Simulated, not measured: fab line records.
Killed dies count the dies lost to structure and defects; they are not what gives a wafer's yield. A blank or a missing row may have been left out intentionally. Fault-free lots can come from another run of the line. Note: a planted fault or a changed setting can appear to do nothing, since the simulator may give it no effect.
Matching of chambers ; flow n5_finfet ; rie_diel-06 running N5_BEOL_M9_STRIP_67: 4 sister chambers
The step strips in CF4. 4 wafers are shown with their chamber, then 7 later ones without.

== WAFERS, EACH WITH ITS CHAMBER ==
wafer;chamber;showerhead_plenum_p_Torr (Torr)
L085.4;1;1.74
L085.5;3;1.84
L093.1;2;1.87
L093.3;0;1.70

== WAFERS WITH NO CHAMBER GIVEN ==
wafer;showerhead_plenum_p_Torr (Torr)
L093.4;1.74
L094.1;1.83
L094.5;1.83
L094.6;1.70
L097.2;1.87
L097.3;1.74
L097.6;1.87

== EACH ONE'S CHAMBER ==
wafer;from the rows above;in truth
L093.4;1;1
L094.1;3;3
L094.5;3;3
L094.6;0;0
L097.2;2;2
L097.3;1;1
L097.6;2;2
Correct placement for 7 of the 7. Can't be placed from these rows: 0. Wrongly placed: 0.
How it was worked out, from the rows above alone: a wafer's distance from a chamber is the root of the sum, over the readings, of the square of ((its reading less the chamber's mean) divided by the reading's scatter). The wafer belongs to the nearest chamber; if the next one is less than 2 further off, it can't be placed. For every chamber, the mean is computed from those of its wafers that are shown. The scatter: root of mean squared gap, hidden wafer to nearest shown wafer, with one shown wafer a chamber.
